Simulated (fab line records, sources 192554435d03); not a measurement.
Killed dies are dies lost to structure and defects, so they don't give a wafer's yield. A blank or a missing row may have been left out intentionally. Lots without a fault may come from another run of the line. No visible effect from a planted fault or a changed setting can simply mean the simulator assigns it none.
fab line records	flow n5_finfet	part 2 of 2: steps 4 to 6 of 6
[record] lots = 24	wafers = 72	last_day = 18
route steps=1938 shown HKMG_FIN@445 GATE_CUT@466
lots with no fault: from the same line, run without faults
start_h: the number of hours between the record's first day and the start of the first shown wafer of the lot	wait_h: how many hours have passed since the lot's step before this one	" the same as in the row above	L1.1+2: a row that stands for several wafers	- no value present, or no start provided	* or withheld: withheld	< > ~ a bound
route shown NAME@n: NAME is a module with steps in the file, n the number in the route of the first one	usual: mean/standard deviation of fault-free wafers	same: alike in all rows	chamber/n: place in a boat	sites: the reading at each site	_std_site: the values' standard deviation	_edge_site: the outer-site mean with the inner-site mean subtracted	radius_mm: how far each site lies from the wafer's centre	mask NAME#n: copy n	behind: the last tool/chamber to shape the wafer	hold: why the lot went on hold/how many hours it stayed there/how the hold came to an end	device: which transistor (n, p or np) failed to switch	end of line: the tests these same wafers got at the end of their route	a step without rows: its recipe alone	killed: at the first sort, the dies lost to defects and structure; wafer yield is something else	map: dies across one wafer; x = killed, . = not, _ = none there
set.NAME: the run value of the setting; set.NAME@STEP: its run value at that earlier step	model.NAME: the simulator's own value behind a step, which no gauge read
the route's steps for a sample of lots (tables are steps, rows are wafers)
services: from which hour (start_h, from the record's first day; less than 0 if before it) a tool's chamber was out of use, for how many hours, and why
[[steps]]
[step N5_GATE_CUT_ETCH_56]
[recipe] chemistry = Cl2/Ar	target = TiN	target_depth_a = 216	pressure_mtorr = 10	icp_w = 600	bias_w = 60	Cl2_flow_sccm = 40	Ar_flow_sccm = 60
[usual] drypump_motor_current_A = 5.8/0.34	mfc_cl2_sccm = 40.00/0.14	oes_product_au = 0.77/0.097	throttle_valve_pct = 20.9/0.33
lot.wafer	tool	chamber	start_h	wait_h	drypump_motor_current_A	mfc_cl2_sccm	oes_product_au	rf_hours_counter_h	throttle_valve_pct
L074.1	rie_metal-01	0	78.06	0.1	5.7	40.04	0.94	7	20.5
L074.3	"	1	"	"	6.1	39.99	0.67	-	21.4
L074.6	"	1	"	"	6.1	40.09	0.68	-	21.4
L075.1	rie_metal-01	1	88.26	0.1	6.1	40.33	0.68	82	21.3
L075.3	"	1	"	"	6.1	40.06	0.67	-	21.4
L075.4	"	0	"	"	5.7	39.71	0.92	-	20.5
L077.1	rie_metal-03	1	99.48	0.1	5.9	39.84	0.80	31	20.8
L077.3	"	0	"	"	6.7	40.09	0.88	-	20.8
L077.6	"	1	"	"	5.9	39.99	0.80	-	20.8
L076.1	rie_metal-01	0	100.02	0.1	5.7	39.97	0.92	8	20.5
L076.3	"	0	"	"	5.7	39.99	0.92	-	20.6
L076.6	"	1	"	"	6.1	40.21	0.67	-	21.4
L078.2	rie_metal-01	0	105.59	0.1	5.7	39.95	0.91	9	20.6
L078.4	"	0	"	"	5.7	39.75	0.91	-	20.5
L078.5	"	0	"	"	5.7	40.21	0.90	-	20.6
L079.1	rie_metal-01	1	112.69	0.1	6.1	39.99	0.67	85	21.4
L079.3	"	1	"	"	6.1	39.92	0.67	-	21.4
L079.4	"	0	"	"	5.7	40.21	0.91	-	20.5
L080.2	rie_metal-01	1	117.42	0.1	6.1	40.05	0.67	85	21.4
L080.4	"	0	"	"	5.7	39.96	0.90	-	20.6
L080.5	"	1	"	"	6.1	40.21	0.67	-	21.4
L081.1	rie_metal-02	0	120.32	0.1	5.6	39.67	0.78	35	21.1
L081.4	"	1	"	"	5.4	39.98	0.70	-	20.8
L081.5	"	0	"	"	5.6	39.89	0.78	-	21.1
L082.1	rie_metal-02	0	128.49	0.1	5.6	40.26	0.78	36	21.1
L082.3	"	1	"	"	5.4	40.14	0.69	-	20.8
L082.5	"	1	"	"	5.3	39.85	0.70	-	20.8
L083.1	rie_metal-02	0	133.81	0.1	5.6	39.86	0.78	36	21.1
L083.5	"	1	"	"	5.4	40.14	0.70	-	20.8
L083.6	"	0	"	"	5.6	39.82	0.78	-	21.1
L084.2	rie_metal-01	0	140.63	0.1	5.7	40.12	0.89	13	20.6
L084.3	"	1	"	"	6.1	39.94	0.67	-	21.4
L084.5	"	0	"	"	5.7	40.04	0.90	-	20.5
L085.3	rie_metal-02	1	146.36	0.1	5.4	39.72	0.70	-	20.8
L085.5	"	1	"	"	5.4	39.79	0.69	-	20.8
L085.6	"	0	"	"	5.6	40.15	0.78	-	21.1
L086.1	rie_metal-01	1	158.72	0.1	6.1	40.10	0.66	89	21.4
L086.3	"	1	"	"	6.1	40.07	0.66	-	21.4
L086.4	"	0	"	"	5.6	40.08	0.88	-	20.6
L087.2	rie_metal-02	1	159.42	0.1	5.3	40.09	0.69	77	20.8
L087.3	"	1	"	"	5.3	40.19	0.69	-	20.8
L087.5	"	1	"	"	5.3	40.04	0.69	-	20.8
L088.1	rie_metal-01	0	165.76	0.1	5.7	39.76	0.87	15	20.6
L088.4	"	0	"	"	5.7	40.17	0.89	-	20.6
L088.5	"	0	"	"	5.7	39.90	0.88	-	20.6
L089.1	rie_metal-01	0	168.38	0.1	5.7	40.06	0.88	16	20.6
L089.5	"	0	"	"	5.7	39.92	0.88	-	20.6
L089.6	"	1	"	"	6.1	40.19	0.65	-	21.4
L091.3	rie_metal-01	0	182.25	0.1	5.7	40.00	0.87	-	20.6
L091.4	"	1	"	"	6.1	39.92	0.65	-	21.4
L091.6	"	0	"	"	5.7	40.12	0.87	-	20.6
L090.1	rie_metal-03	0	183.09	0.1	6.6	40.13	0.85	23	20.8
L090.3	"	0	"	"	6.6	40.03	0.85	-	20.8
L090.5	"	1	"	"	5.9	40.10	0.79	-	20.8
L092.3	rie_metal-01	1	193.16	0.1	6.1	39.89	0.65	-	21.4
L092.4	"	0	"	"	5.7	40.01	0.88	-	20.6
L092.6	"	1	"	"	6.1	39.97	0.66	-	21.4
L093.3	rie_metal-01	1	202.71	0.1	6.1	39.90	0.65	-	21.4
L093.4	"	0	"	"	5.6	39.99	0.86	-	20.6
L093.6	"	1	"	"	6.1	39.98	0.65	-	21.4
L094.1	rie_metal-03	0	206.82	0.1	6.6	39.95	0.85	24	20.8
L094.5	"	0	"	"	6.6	39.84	0.86	-	20.8
L094.6	"	1	"	"	5.9	40.05	0.78	-	20.8
L095.2	rie_metal-02	0	210.35	0.1	5.6	40.11	0.76	42	21.1
L095.4	"	1	"	"	5.4	40.23	0.68	-	20.8
L095.6	"	0	"	"	5.6	39.92	0.76	-	21.1
L096.1	rie_metal-01	0	219.45	0.1	5.7	39.77	0.86	20	20.6
L096.5	"	0	"	"	5.7	39.79	0.85	-	20.6
L096.6	"	1	"	"	6.1	40.10	0.65	-	21.4
L097.1	rie_metal-03	0	223.60	0.1	6.6	40.02	0.85	27	20.8
L097.2	"	1	"	"	5.9	39.90	0.78	40	20.8
L097.3	"	0	"	"	6.6	40.14	0.85	-	20.8
[step N5_GATE_CUT_CMP_02]
[recipe] stop_on = SiO2	t_overpolish_s = 12.7	post_cmp_clean = alkaline_brush	down_force_psi = 2.5	platen_rpm = 51.8	pad_velocity_m_s = 1.0307	target_thk_nm = 0
[usual] motor_current_A = 8.9/0.94	overpolish_run_s = 12.701/0.0092	retaining_ring_pressure_frac = 1.000/0.0056	time_to_endpoint_s = 26.1/2.7
lot.wafer	tool	chamber	start_h	wait_h	motor_current_A	overpolish_run_s	retaining_ring_pressure_frac	time_to_endpoint_s
L074.3	cmp-03	1	80.94	0.1	8.8	12.695	1.000	27.0
L074.1	"	2	"	"	7.5	12.699	1.004	29.4
L074.6	"	3	"	"	8.6	12.699	1.004	24.8
L075.1	cmp-03	0	92.52	0.1	9.5	12.698	0.987	23.0
L075.3	"	1	"	"	9.3	12.693	1.001	26.0
L075.4	"	2	"	"	6.7	12.692	0.997	27.4
L077.1	cmp-03	1	102.28	0.1	8.9	12.686	0.995	25.5
L077.3	"	3	"	"	8.9	12.681	1.008	24.1
L077.6	"	0	"	"	9.2	12.705	1.000	22.7
L076.3	cmp-01	2	102.78	0.1	8.9	12.697	1.005	22.1
L076.1	"	0	"	"	8.7	12.701	1.000	27.9
L076.6	"	3	"	"	8.3	12.702	0.997	27.4
L078.2	cmp-02	3	108.40	0.1	9.0	12.715	0.996	28.8
L078.4	"	0	"	"	9.1	12.688	1.004	22.0
L078.5	"	2	"	"	10.8	12.715	1.000	27.1
L079.3	cmp-03	2	115.72	0.1	7.0	12.699	1.000	27.8
L079.4	"	3	"	"	8.9	12.723	0.999	23.5
L079.1	"	1	"	"	8.7	12.689	1.000	28.2
L080.4	cmp-01	1	120.17	0.0	10.0	12.699	1.000	29.3
L080.2	"	2	"	"	9.2	12.696	1.007	21.8
L080.5	"	2	"	"	8.2	12.713	1.000	21.5
L081.4	cmp-03	3	123.28	0.0	8.7	12.694	0.989	22.3
L081.1	"	2	"	"	7.5	12.687	1.008	29.2
L081.5	"	3	"	"	8.6	12.703	1.000	25.1
L082.3	cmp-02	0	131.28	0.1	9.7	12.677	1.004	20.7
L082.1	"	1	"	"	8.7	12.685	0.999	26.8
L082.5	"	3	"	"	8.4	12.690	1.006	28.3
L083.1	cmp-01	0	136.70	0.2	8.8	12.689	0.995	25.7
L083.6	"	3	"	"	7.6	12.702	1.004	24.1
L083.5	"	0	"	"	8.7	12.710	0.993	27.2
L084.2	cmp-02	1	143.38	0.1	8.8	12.715	1.002	23.2
L084.3	"	3	"	"	9.2	12.689	0.994	25.8
L084.5	"	1	"	"	8.2	12.713	0.995	23.5
L085.3	cmp-02	2	149.18	0.1	11.1	12.710	1.000	24.8
L085.5	"	0	"	"	9.4	12.697	1.001	20.9
L085.6	"	1	"	"	9.1	12.692	0.995	23.6
L086.3	cmp-03	0	161.49	0.1	9.5	12.721	1.006	26.1
L086.1	"	2	"	"	7.1	12.698	1.009	27.6
L086.4	"	3	"	"	8.7	12.705	1.005	27.5
L087.2	cmp-01	0	162.26	0.1	8.8	12.705	1.000	23.5
L087.3	"	1	"	"	10.8	12.718	1.005	24.3
L087.5	"	3	"	"	8.5	12.695	1.005	24.0
L088.1	cmp-03	2	168.57	0.1	7.4	12.702	1.004	30.4
L088.4	"	1	"	"	8.3	12.709	0.993	28.7
L088.5	"	2	"	"	7.2	12.691	0.998	30.9
L089.1	cmp-03	2	171.17	0.1	7.4	12.687	0.994	29.1
L089.5	"	1	"	"	8.3	12.699	0.990	28.0
L089.6	"	2	"	"	7.5	12.683	1.000	30.2
L091.4	cmp-01	1	184.98	0.0	9.7	12.706	1.009	23.4
L091.3	"	3	"	"	8.3	12.707	0.995	25.2
L091.6	"	2	"	"	8.2	12.697	1.008	22.8
L090.1	cmp-03	1	185.90	0.1	9.5	12.699	1.006	27.2
L090.3	"	0	"	"	9.1	12.713	1.002	25.4
L090.5	"	1	"	"	8.9	12.688	1.010	27.6
L092.4	cmp-03	1	196.14	0.1	8.6	12.718	0.994	27.2
L092.3	"	2	"	"	7.4	12.699	1.005	28.4
L092.6	"	3	"	"	8.7	12.707	1.010	26.5
L093.3	cmp-03	1	205.53	0.1	8.5	12.695	0.998	27.9
L093.4	"	2	"	"	7.1	12.697	1.002	30.3
L093.6	"	0	"	"	9.7	12.698	1.001	26.7
L094.1	cmp-02	3	209.82	0.1	9.0	12.695	0.998	32.0
L094.6	"	1	"	"	8.6	12.721	0.996	27.0
L094.5	"	2	"	"	11.2	12.704	0.994	30.2
L095.2	cmp-03	2	213.15	0.1	7.5	12.701	1.015	29.5
L095.4	"	3	"	"	8.9	12.712	1.012	27.9
L095.6	"	1	"	"	9.4	12.692	1.001	27.5
L096.1	cmp-03	1	222.31	0.1	9.3	12.699	1.001	30.7
L096.5	"	3	"	"	9.1	12.691	0.997	27.6
L096.6	"	0	"	"	9.6	12.722	0.994	27.9
L097.3	cmp-03	3	226.60	0.1	8.3	12.694	0.995	25.7
L097.1	"	0	"	"	9.5	12.692	1.001	25.9
L097.2	"	2	"	"	7.7	12.713	1.009	29.1
[step N5_GATE_CUT_VAPOR_ETCH_49]
[recipe] chemistry = BCl3/Cl2	target = TiAlC	mode = isotropic
[usual] drypump_motor_current_A = 5.9/0.41	oes_product_au = 0.78/0.082
lot.wafer	tool	chamber	start_h	wait_h	drypump_motor_current_A	oes_product_au
L074.1	rie_metal-03	1	82.28	0.0	5.9	0.82
L074.3	"	1	"	"	5.9	0.82
L074.6	"	1	"	"	5.9	0.82
L075.1	rie_metal-02	0	94.01	0.0	5.6	0.80
L075.3	"	1	"	"	5.3	0.70
L075.4	"	0	"	"	5.6	0.80
L077.1	rie_metal-03	1	103.90	0.0	5.9	0.81
L077.3	"	0	"	"	6.6	0.88
L077.6	"	0	"	"	6.6	0.89
L076.1	rie_metal-01	0	104.87	0.0	5.7	0.89
L076.3	"	1	"	"	6.1	0.67
L076.6	"	1	"	"	6.1	0.67
L078.2	rie_metal-02	0	109.88	0.0	5.6	0.79
L078.4	"	1	"	"	5.3	0.70
L078.5	"	0	"	"	5.6	0.80
L079.1	rie_metal-02	0	117.12	0.0	5.5	0.80
L079.3	"	0	"	"	5.6	0.79
L079.4	"	1	"	"	5.3	0.69
L080.2	rie_metal-01	0	121.79	0.0	5.7	0.88
L080.4	"	0	"	"	5.7	0.87
L080.5	"	1	"	"	6.1	0.66
L081.1	rie_metal-03	0	125.06	0.0	6.6	0.88
L081.4	"	1	"	"	5.9	0.80
L081.5	"	0	"	"	6.6	0.88
L082.1	rie_metal-01	0	132.63	0.0	5.7	0.88
L082.3	"	1	"	"	6.1	0.67
L082.5	"	0	"	"	5.7	0.87
L083.1	rie_metal-02	1	138.05	0.0	5.4	0.69
L083.5	"	1	"	"	5.4	0.69
L083.6	"	0	"	"	5.6	0.80
L084.2	rie_metal-01	0	144.83	0.0	5.7	0.87
L084.3	"	1	"	"	6.1	0.66
L084.5	"	0	"	"	5.6	0.87
L085.3	rie_metal-02	1	150.51	0.0	5.3	0.69
L085.5	"	0	"	"	5.6	0.78
L085.6	"	1	"	"	5.4	0.69
L086.1	rie_metal-02	0	163.00	0.0	5.6	0.79
L086.3	"	0	"	"	5.6	0.78
L086.4	"	1	"	"	5.4	0.70
L087.2	rie_metal-03	1	163.58	0.0	5.9	0.80
L087.3	"	1	"	"	5.9	0.80
L087.5	"	0	"	"	6.7	0.87
L088.1	rie_metal-01	0	169.97	0.0	5.7	0.86
L088.4	"	0	"	"	5.7	0.86
L088.5	"	1	"	"	6.1	0.66
L089.1	rie_metal-03	0	172.65	0.0	6.6	0.86
L089.5	"	0	"	"	6.6	0.86
L089.6	"	1	"	"	5.9	0.80
L091.3	rie_metal-03	1	186.75	0.0	5.9	0.80
L091.4	"	0	"	"	6.6	0.87
L091.6	"	1	"	"	5.9	0.80
L090.1	rie_metal-01	0	187.77	0.0	5.7	0.85
L090.3	"	0	"	"	5.7	0.86
L090.5	"	1	"	"	6.1	0.65
L092.3	rie_metal-01	1	197.47	0.0	6.1	0.66
L092.4	"	0	"	"	5.7	0.85
L092.6	"	1	"	"	6.1	0.65
L093.3	rie_metal-01	1	207.29	0.0	6.1	0.65
L093.4	"	0	"	"	5.7	0.85
L093.6	"	1	"	"	6.1	0.65
L094.1	rie_metal-03	0	211.26	0.0	6.6	0.85
L094.5	"	1	"	"	5.9	0.79
L094.6	"	0	"	"	6.6	0.84
L095.2	rie_metal-03	0	214.63	0.0	6.6	0.85
L095.4	"	0	"	"	6.6	0.86
L095.6	"	1	"	"	5.9	0.79
L096.1	rie_metal-01	0	223.98	0.0	5.6	0.82
L096.5	"	0	"	"	5.7	0.83
L096.6	"	1	"	"	6.1	0.64
L097.1	rie_metal-02	1	228.05	0.1	5.3	0.68
L097.2	"	1	"	"	5.3	0.67
L097.3	"	1	"	"	5.3	0.69
[[services]]
tool	chamber	start_h	hours	kind
rie_metal-02	1	50.87	8.9	repair
ald_metal-01	-	51.62	1.9	repair
rie_metal-02	-	59.38	0.2	repair
rie_diel-01	1	66.24	16.2	repair
cmp-01	-	90.93	3.4	repair
rie_diel-06	0	95.43	9.2	repair
rie_diel-01	0	107.19	29.5	repair
cmp-03	-	108.34	0.2	repair
ald_metal-04	-	112.02	2.8	pm
ald_metal-04	-	121.59	1.1	repair
cmp-03	-	135.91	5.6	pm
ald_metal-01	-	138.82	1.0	repair
ald_metal-01	0	143.84	7.9	repair
rie_metal-02	-	153.70	1.6	repair
cmp-01	-	168.17	4.1	pm
rie_diel-06	2	169.03	5.1	repair
rie_diel-01	3	172.08	16.0	repair
rie_diel-01	1	175.77	9.0	repair
cmp-01	-	179.11	2.5	repair
rie_diel-03	3	184.82	4.3	repair
rie_metal-02	0	185.95	2.6	repair
ald_metal-02	1	186.68	37.3	repair
cmp-01	-	192.70	7.2	repair
ald_metal-01	1	197.34	11.4	repair
